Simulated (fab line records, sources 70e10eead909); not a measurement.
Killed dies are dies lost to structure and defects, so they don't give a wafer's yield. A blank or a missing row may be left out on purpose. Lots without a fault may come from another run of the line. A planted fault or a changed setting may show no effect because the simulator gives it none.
fab line records | flow nand_harc | part 1 of 2: steps 1 to 4 of 6
record lots=19 wafers=57 last_day=33
route steps=1302 shown A_STAIRCASE@651
lots that met no fault: from a run of the same line without faults
start_h: hours from the record's first day to the start of the lot's first wafer shown | wait_h: hours since the lot's step before | " the same as in the row above | L1.1+2: a row that stands for several wafers | - no value, or no start given | * or withheld: withheld | < > ~ a bound
route shown NAME@n: a module of which the file shows steps, and the number in the route of the first | usual: mean/standard deviation of fault-free wafers | same: alike in all rows | chamber/n: place in a boat | sites: the reading at each site | _std_site: their standard deviation | _edge_site: outer sites' mean less inner sites' | radius_mm: how far each site lies from the wafer's centre | mask NAME#n: copy n | behind: the tool/chamber that last shaped the wafer | hold: why the lot was held/for how many hours/how that ended | device: the transistor (n, p or np) that didn't switch | end of line: the same wafers' tests at the end of the route | a step without rows: its recipe alone | killed: dies lost to structure and defects at the first sort, not the wafer's yield | map: a wafer's dies, x killed, . not, _ none there
set.NAME: the setting as run; set.NAME@STEP: as run at that earlier step | model.NAME: the simulator's own value behind a step, which no gauge read
steps of the route over a sample of lots; a table a step, a row a wafer
services: from which hour (start_h, from the record's first day; less than 0 if before it) a tool's chamber was out of use, for how many hours, and why
## steps
# step NHARC_A_STAIRCASE_ETCH_169
# recipe target_depth_a=500 time_s=107.1 ion_energy_ev=120 ch3f_flow_sccm=50 o2_flow_sccm=30 ar_flow_sccm=200 rf_w=500 bias_w=100 chemistry=CH3F/O2
# usual drypump_motor_current_A=5.8/0.47 o2_flow_sccm=29.99/0.082 oes_product_au=0.962/0.017 rf_vpp_V=244.1/2 showerhead_plenum_p_Torr=2.44/0.13 throttle_valve_pct=20.663/0.009
# columns lot.wafer tool chamber start_h wait_h drypump_motor_current_A o2_flow_sccm oes_product_au rf_hours_counter_h rf_vpp_V showerhead_plenum_p_Torr throttle_valve_pct
L075.4 rie_diel-08 0 362.66 0.1 4.9 30.06 0.960 48 246.2 2.64 20.668
L075.6 " 1 " " 5.7 30.01 0.970 - 242.1 2.30 20.668
L075.5 " 2 " " 6.3 30.01 0.981 - 244.0 2.46 20.659
L077.2 rie_diel-08 3 382.34 0.1 5.9 29.93 0.976 0 242.6 2.33 20.668
L077.4 " 0 " " 4.9 29.96 0.977 0 246.6 2.64 20.663
L077.5 " 1 " " 5.7 30.11 0.955 - 243.8 2.30 20.668
L076.3 rie_diel-11 0 382.55 0.1 5.5 30.00 0.963 37 242.1 2.42 20.660
L076.2 " 1 " " 5.5 29.89 0.985 43 244.9 2.53 20.663
L076.6 " 3 " " 5.4 29.95 0.963 - 242.3 2.32 20.674
L079.1 rie_diel-08 0 392.15 0.1 4.8 30.08 0.981 6 248.0 2.64 20.659
L079.4 " 1 " " 5.7 29.91 0.982 5 241.0 2.30 20.655
L079.5 " 0 " " 4.9 30.10 0.969 - 245.8 2.64 20.661
L078.3 rie_diel-08 3 392.34 0.1 5.9 30.08 0.962 4 241.6 2.33 20.675
L078.1 " 1 " " 5.7 30.06 0.929 5 242.7 2.30 20.655
L078.6 " 3 " " 5.9 29.96 0.949 - 242.8 2.33 20.658
L080.4 rie_diel-08 3 418.64 0.1 5.9 29.85 0.965 10 244.0 2.32 20.672
L080.1 " 1 " " 5.7 29.99 0.973 12 242.9 2.29 20.671
L080.2 " 2 " " 6.3 29.91 0.975 11 245.3 2.46 20.656
L081.3 rie_diel-11 2 425.18 0.1 6.4 30.09 0.966 56 242.3 2.27 20.668
L081.2 " 3 " " 5.3 29.99 0.958 60 242.4 2.32 20.663
L081.4 " 0 " " 5.5 29.90 0.954 50 244.1 2.42 20.662
L082.3 rie_diel-08 3 440.24 0.1 5.9 30.05 0.961 20 242.9 2.32 20.662
L082.1 " 1 " " 5.7 30.03 0.983 19 241.1 2.29 20.661
L082.5 " 2 " " 6.3 30.01 0.966 - 243.6 2.45 20.667
L084.3 rie_diel-08 0 462.92 0.2 4.8 29.97 0.937 29 246.0 2.63 20.660
L084.2 " 1 " " 5.7 29.94 0.933 29 242.4 2.29 20.674
L084.6 " 2 " " 6.3 30.03 0.928 - 246.3 2.45 20.669
L085.2 rie_diel-08 1 462.95 0.1 5.7 29.86 0.937 29 240.1 2.29 20.649
L085.4 " 2 " " 6.3 30.15 0.927 27 243.1 2.45 20.673
L085.5 " 2 " " 6.3 30.06 0.939 - 243.7 2.45 20.655
L087.1 rie_diel-11 2 492.94 0.1 6.4 30.04 0.939 16 247.3 2.65 20.663
L087.6 " 3 " " 5.4 29.82 0.920 - 241.2 2.31 20.656
L087.5 " 0 " " 5.5 30.01 0.927 - 245.3 2.41 20.672
L088.2 rie_diel-12 2 496.58 0.1 6.3 29.94 0.962 10 240.9 2.33 20.664
L088.3 " 3 " " 6.3 29.91 0.954 12 244.6 2.40 20.679
L088.6 " 0 " " 5.7 30.13 0.964 - 245.0 2.54 20.645
L089.1 rie_diel-11 0 501.84 0.1 5.5 29.88 0.970 17 242.9 2.41 20.651
L089.5 " 2 " " 6.4 29.96 0.982 - 244.3 2.65 20.668
L089.6 " 3 " " 5.4 30.08 0.965 - 242.0 2.31 20.666
L091.2 rie_diel-11 3 512.44 0.1 5.4 30.02 0.980 24 242.8 2.31 20.659
L091.4 " 1 " " 5.4 30.14 0.977 24 244.3 2.51 20.660
L091.5 " 3 " " 5.4 30.15 0.979 - 241.6 2.31 20.653
L094.1 rie_diel-12 3 542.40 0.1 6.3 29.92 0.974 29 243.7 2.39 20.656
L094.2 " 0 " " 5.7 29.99 0.959 33 244.5 2.53 20.667
L094.3 " 2 " " 6.3 29.98 0.973 26 240.5 2.32 20.667
L093.2 rie_diel-12 0 542.55 0.1 5.7 29.92 0.962 33 244.0 2.53 20.662
L093.1 " 1 " " 5.4 29.91 0.940 25 247.6 2.63 20.670
L093.4 " 3 " " 6.3 29.88 0.950 29 242.9 2.39 20.655
L095.4 rie_diel-11 0 564.60 0.1 5.5 29.96 0.957 40 244.8 2.40 20.667
L095.3 " 1 " " 5.4 29.91 0.965 41 244.8 2.51 20.647
L095.1 " 2 " " 6.4 29.96 0.980 41 245.9 2.64 20.660
L097.1 rie_diel-08 2 577.12 0.1 6.3 30.00 0.957 4 244.3 2.44 20.655
L097.3 " 3 " " 5.8 29.86 0.965 4 241.6 2.31 20.652
L097.4 " 0 " " 4.9 29.97 0.981 3 245.2 2.61 20.662
L096.4 rie_diel-11 0 577.28 0.1 5.6 30.01 0.956 44 243.8 2.40 20.678
L096.2 " 1 " " 5.4 29.92 0.960 47 245.6 2.51 20.655
L096.6 " 0 " " 5.6 30.02 0.970 - 242.8 2.40 20.659
# step NHARC_A_STAIRCASE_DESCUM_11
# recipe time_s=3 o2_flow_sccm=200 ar_flow_sccm=0 bias_power_w=0 chemistry=O2
# usual drypump_motor_current_A=5.8/0.48 o2_flow_sccm=200.0/0.63 oes_product_au=1.000/0.0071 rf_vpp_V=57.8/0.95 showerhead_plenum_p_Torr=1.91/0.1 throttle_valve_pct=11.311/0.0088
# columns lot.wafer tool chamber start_h wait_h drypump_motor_current_A o2_flow_sccm oes_product_au rf_hours_counter_h rf_vpp_V showerhead_plenum_p_Torr throttle_valve_pct
L075.4 rie_diel-08 3 364.52 - 5.9 201.0 1.003 49 57.4 1.81 11.306
L075.6 " 3 " " 5.9 200.2 0.996 - 57.6 1.81 11.303
L075.5 " 0 " " 4.8 199.9 1.002 - 58.0 2.06 11.308
L077.4 rie_diel-11 2 384.16 - 6.4 199.1 1.002 43 59.0 1.77 11.306
L077.2 " 0 " " 5.5 199.9 1.003 37 56.1 1.88 11.309
L077.5 " 3 " " 5.4 200.4 0.998 - 57.3 1.80 11.307
L076.3 rie_diel-12 2 384.32 - 6.3 200.5 0.994 36 57.3 1.82 11.297
L076.2 " 3 " " 6.3 199.5 0.992 33 58.0 1.88 11.321
L076.6 " 3 " " 6.3 199.6 0.990 - 57.7 1.88 11.321
L079.1 rie_diel-12 3 393.93 - 6.2 200.3 0.994 35 57.7 1.87 11.310
L079.4 " 2 " " 6.3 199.8 1.006 38 57.2 1.82 11.324
L079.5 " 0 " " 5.7 200.7 1.000 - 56.7 1.99 11.329
L078.1 rie_diel-08 2 394.09 - 6.3 200.5 0.998 3 58.3 1.91 11.301
L078.3 " 3 " " 5.9 199.6 1.003 4 57.0 1.81 11.314
L078.6 " 2 " " 6.3 200.6 1.007 - 58.1 1.91 11.309
L080.1 rie_diel-12 1 420.50 - 5.4 199.3 1.004 46 57.5 2.06 11.307
L080.4 " 3 " " 6.3 199.7 0.992 42 59.4 1.87 11.310
L080.2 " 0 " " 5.7 199.6 0.999 43 57.1 1.99 11.312
L081.2 rie_diel-12 2 426.93 - 6.3 200.5 1.000 49 57.6 1.81 11.299
L081.4 " 3 " " 6.3 200.4 0.991 45 56.9 1.87 11.320
L081.3 " 0 " " 5.7 201.4 0.999 46 58.4 1.99 11.330
L082.1 rie_diel-08 0 442.00 - 4.9 200.3 1.004 22 57.6 2.05 11.299
L082.3 " 1 " " 5.7 200.9 1.010 19 56.8 1.78 11.322
L082.5 " 3 " " 5.9 200.1 1.008 - 57.7 1.80 11.303
L084.2 rie_diel-11 2 465.33 - 6.4 200.6 0.992 8 57.8 2.07 11.317
L084.3 " 3 " " 5.4 199.5 1.001 8 56.9 1.80 11.294
L084.6 " 2 " " 6.4 201.4 1.004 - 59.8 2.07 11.297
L085.4 rie_diel-08 0 465.53 - 4.9 199.9 1.005 30 58.7 2.05 11.318
L085.2 " 1 " " 5.7 200.0 1.014 29 56.8 1.77 11.317
L085.5 " 3 " " 5.9 200.4 1.010 - 57.5 1.80 11.304
L087.1 rie_diel-12 1 494.68 - 5.4 198.7 0.985 10 57.7 2.05 11.307
L087.6 " 2 " " 6.3 199.5 1.000 - 57.4 1.81 11.303
L087.5 " 3 " " 6.3 199.9 0.996 - 58.7 1.86 11.316
L088.3 rie_diel-12 0 498.34 - 5.7 199.1 1.001 13 58.0 1.98 11.297
L088.2 " 3 " " 6.3 199.9 1.001 12 56.9 1.86 11.303
L088.6 " 2 " " 6.3 199.8 1.001 - 56.5 1.81 11.319
L089.1 rie_diel-08 3 503.52 - 5.9 199.4 1.015 37 58.2 1.80 11.317
L089.5 " 0 " " 4.9 200.7 1.007 - 59.7 2.05 11.314
L089.6 " 3 " " 5.9 199.8 1.002 - 56.6 1.80 11.319
L091.2 rie_diel-12 1 514.27 - 5.4 199.4 0.986 13 58.0 2.05 11.329
L091.4 " 2 " " 6.3 199.6 0.995 17 58.4 1.81 11.320
L091.5 " 1 " " 5.4 200.2 0.995 - 58.0 2.05 11.320
L094.2 rie_diel-12 1 544.16 - 5.4 199.8 0.995 25 59.7 2.05 11.319
L094.3 " 2 " " 6.3 200.0 0.999 26 56.8 1.80 11.313
L094.1 " 3 " " 6.2 199.1 0.996 29 58.7 1.86 11.312
L093.4 rie_diel-11 1 544.30 - 5.4 199.7 1.006 36 59.6 1.96 11.322
L093.1 " 3 " " 5.4 200.6 1.001 38 57.2 1.79 11.306
L093.2 " 0 " " 5.5 199.7 0.997 35 57.7 1.87 11.322
L095.4 rie_diel-08 2 566.35 - 6.3 200.7 0.989 1 58.2 1.90 11.304
L095.3 " 3 " " 5.9 200.7 0.997 1 57.6 1.79 11.321
L095.1 " 0 " " 4.8 200.3 0.991 1 58.5 2.04 11.306
L097.1 rie_diel-08 3 578.85 - 5.9 199.3 1.000 4 56.9 1.79 11.322
L097.4 " 0 " " 4.8 199.7 1.013 3 58.8 2.04 11.316
L097.3 " 2 " " 6.3 200.4 0.994 4 58.2 1.89 11.326
L096.4 rie_diel-08 3 579.15 - 5.9 199.9 1.002 4 58.4 1.79 11.297
L096.2 " 1 " " 5.7 200.0 1.000 3 57.1 2.08 11.303
L096.6 " 3 " " 5.8 200.3 0.997 - 56.8 1.79 11.312
# step NHARC_A_STAIRCASE_TRIM_16
# recipe time_s=211.2 o2_flow_sccm=500 ar_flow_sccm=0 bias_w=0 chemistry=O2
# usual drypump_motor_current_A=5.8/0.48 o2_flow_sccm=499.8/1.5 oes_product_au=0.998/0.0068 rf_vpp_V=57.7/0.97 showerhead_plenum_p_Torr=3.53/0.18 throttle_valve_pct=17.036/0.0089
# columns lot.wafer tool chamber start_h wait_h drypump_motor_current_A o2_flow_sccm oes_product_au rf_hours_counter_h rf_vpp_V showerhead_plenum_p_Torr throttle_valve_pct
L075.4 rie_diel-08 3 - - 5.9 499.4 0.995 50 56.5 3.35 17.032
L075.5 " 2 " " 6.3 499.0 0.998 - 58.6 3.53 17.033
L075.6 " 3 " " 5.9 498.3 0.996 - 57.2 3.35 17.044
L077.4 rie_diel-11 2 - - 6.4 501.1 0.994 43 57.1 3.28 17.026
L077.2 " 0 " " 5.6 498.7 1.000 37 58.0 3.48 17.040
L077.5 " 2 " " 6.4 499.6 0.997 - 58.2 3.28 17.034
L076.2 rie_diel-12 2 - - 6.3 503.0 1.000 36 56.4 3.36 17.039
L076.3 " 0 " " 5.7 501.1 1.003 35 57.8 3.66 17.034
L076.6 " 3 " " 6.3 501.3 0.994 - 58.6 3.46 17.035
L079.1 rie_diel-12 0 - - 5.7 496.2 0.994 37 57.8 3.66 17.045
L079.4 " 2 " " 6.3 500.8 0.999 38 57.2 3.36 17.033
L079.5 " 0 " " 5.7 497.1 0.986 - 56.5 3.66 17.016
L078.3 rie_diel-08 3 - - 5.9 500.9 1.003 4 57.7 3.34 17.038
L078.1 " 0 " " 4.8 499.9 1.006 7 58.2 3.77 17.026
L078.6 " 2 " " 6.3 499.0 1.004 - 57.0 3.53 17.036
L080.1 rie_diel-12 2 - - 6.3 501.9 0.989 45 57.5 3.36 17.037
L080.2 " 3 " " 6.3 503.8 0.996 42 58.6 3.46 17.041
L080.4 " 0 " " 5.7 499.0 1.005 44 58.4 3.66 17.037
L081.2 rie_diel-12 3 - - 6.3 503.0 0.994 45 57.3 3.46 17.046
L081.4 " 0 " " 5.7 498.4 1.007 47 57.7 3.65 17.034
L081.3 " 1 " " 5.4 501.8 1.000 51 59.2 3.78 17.061
L082.1 rie_diel-08 2 - - 6.3 498.8 1.001 19 58.1 3.52 17.042
L082.3 " 3 " " 5.9 499.7 1.000 21 58.3 3.34 17.021
L082.5 " 1 " " 5.7 499.3 0.995 - 58.7 3.29 17.043
L084.2 rie_diel-11 3 - - 5.4 500.0 1.004 8 56.8 3.33 17.033
L084.3 " 2 " " 6.5 497.9 0.998 9 58.9 3.80 17.020
L084.6 " 0 " " 5.6 499.3 1.005 - 57.3 3.47 17.041
L085.4 rie_diel-08 1 - - 5.7 500.8 0.988 30 57.8 3.29 17.033
L085.2 " 3 " " 5.9 501.9 0.994 28 57.7 3.33 17.019
L085.5 " 1 " " 5.7 500.3 0.986 - 57.9 3.29 17.053
L087.1 rie_diel-12 0 - - 5.7 498.0 0.996 13 57.7 3.64 17.022
L087.6 " 3 " " 6.3 499.5 1.001 - 57.4 3.44 17.047
L087.5 " 2 " " 6.3 497.9 0.997 - 56.5 3.35 17.045
L088.3 rie_diel-12 0 - - 5.7 498.3 1.002 14 58.0 3.64 17.040
L088.2 " 2 " " 6.3 497.7 1.003 10 57.0 3.35 17.023
L088.6 " 0 " " 5.7 497.4 0.996 - 57.8 3.64 17.040
L089.1 rie_diel-08 2 - - 6.3 498.6 1.005 42 56.9 3.51 17.044
L089.6 " 0 " " 4.9 499.4 1.017 - 59.9 3.75 17.048
L089.5 " 3 " " 5.9 498.4 1.006 - 56.1 3.32 17.062
L091.2 rie_diel-12 2 - - 6.3 499.2 1.000 17 56.8 3.34 17.029
L091.4 " 3 " " 6.3 499.1 0.995 19 58.8 3.44 17.044
L091.5 " 1 " " 5.4 500.3 0.991 - 57.9 3.77 17.050
L094.3 rie_diel-12 1 - - 5.4 500.6 1.000 25 58.4 3.76 17.030
L094.2 " 3 " " 6.3 498.8 1.000 30 58.2 3.43 17.042
L094.1 " 0 " " 5.7 499.8 0.995 33 59.3 3.63 17.031
L093.2 rie_diel-11 1 - - 5.4 498.8 1.003 36 58.0 3.60 17.035
L093.4 " 3 " " 5.4 501.5 0.991 38 57.2 3.31 17.039
L093.1 " 0 " " 5.6 499.1 0.985 35 57.6 3.45 17.043
L095.1 rie_diel-08 0 - - 4.9 499.8 1.001 1 57.9 3.74 17.035
L095.4 " 1 " " 5.7 502.4 1.004 1 59.0 3.81 17.025
L095.3 " 2 " " 6.3 499.4 1.006 1 58.3 3.50 17.033
L097.4 rie_diel-08 1 - - 5.7 498.9 1.015 4 57.4 3.81 17.039
L097.3 " 3 " " 5.9 499.2 0.988 5 58.8 3.32 17.042
L097.1 " 0 " " 4.8 499.6 0.995 4 58.2 3.74 17.044
L096.4 rie_diel-08 0 - - 4.9 499.6 0.996 4 58.7 3.74 17.029
L096.2 " 1 " " 5.7 500.7 0.992 4 58.8 3.81 17.035
L096.6 " 1 " " 5.8 497.5 1.002 - 57.2 3.81 17.028
# step NHARC_A_STAIRCASE_ETCH_19
# recipe target_depth_a=1000 time_s=40.5 ion_energy_ev=400 c4f8_flow_sccm=20 o2_flow_sccm=10 ar_flow_sccm=withheld rf_w=600 bias_w=1000 chemistry=C4F8/O2
# usual oes_product_au=0.943/0.0082 rf_vpp_V=896/6.5
# columns lot.wafer tool chamber start_h wait_h oes_product_au rf_hours_counter_h rf_vpp_V
L075.4 rie_diel-08 0 - - 0.937 50 905
L075.6 " 0 " " 0.939 - 904
L075.5 " 1 " " 0.936 - 889
L077.4 rie_diel-11 0 - - 0.960 38 894
L077.2 " 3 " " 0.937 46 888
L077.5 " 0 " " 0.945 - 895
L076.3 rie_diel-12 0 - - 0.930 35 899
L076.2 " 2 " " 0.947 36 891
L076.6 " 0 " " 0.936 - 899
L079.4 rie_diel-12 3 - - 0.938 35 894
L079.1 " 0 " " 0.945 37 902
L079.5 " 2 " " 0.934 - 890
L078.3 rie_diel-08 1 - - 0.951 6 887
L078.1 " 0 " " 0.950 7 905
L078.6 " 2 " " 0.949 - 895
L080.2 rie_diel-12 1 - - 0.938 47 905
L080.4 " 2 " " 0.939 45 890
L080.1 " 0 " " 0.945 44 901
L081.3 rie_diel-12 1 - - 0.932 52 904
L081.4 " 2 " " 0.939 50 890
L081.2 " 3 " " 0.936 45 892
L082.1 rie_diel-08 0 - - 0.946 22 904
L082.3 " 2 " " 0.934 19 896
L082.5 " 3 " " 0.927 - 888
L084.3 rie_diel-11 3 - - 0.963 8 889
L084.2 " 0 " " 0.951 6 894
L084.6 " 3 " " 0.952 - 889
L085.2 rie_diel-08 3 - - 0.948 28 888
L085.4 " 0 " " 0.950 30 904
L085.5 " 2 " " 0.934 - 895
L087.1 rie_diel-12 3 - - 0.944 12 893
L087.5 " 0 " " 0.950 - 899
L087.6 " 3 " " 0.937 - 893
L088.3 rie_diel-12 2 - - 0.930 10 890
L088.2 " 3 " " 0.935 13 893
L088.6 " 3 " " 0.930 - 893
L089.1 rie_diel-08 2 - - 0.943 42 895
L089.5 " 0 " " 0.949 - 904
L089.6 " 3 " " 0.947 - 890
L091.2 rie_diel-12 1 - - 0.932 13 904
L091.4 " 2 " " 0.949 17 888
L091.5 " 0 " " 0.938 - 901
L094.1 rie_diel-12 2 - - 0.942 27 890
L094.3 " 3 " " 0.948 30 893
L094.2 " 0 " " 0.957 34 900
L093.4 rie_diel-11 0 - - 0.934 35 893
L093.1 " 1 " " 0.925 36 898
L093.2 " 3 " " 0.937 38 888
L095.1 rie_diel-08 1 - - 0.945 1 906
L095.4 " 3 " " 0.954 1 888
L095.3 " 0 " " 0.941 1 903
L097.4 rie_diel-08 0 - - 0.941 4 905
L097.1 " 1 " " 0.941 4 906
L097.3 " 2 " " 0.944 5 895
L096.2 rie_diel-08 3 - - 0.949 5 888
L096.4 " 2 " " 0.935 5 895
L096.6 " 3 " " 0.947 - 889
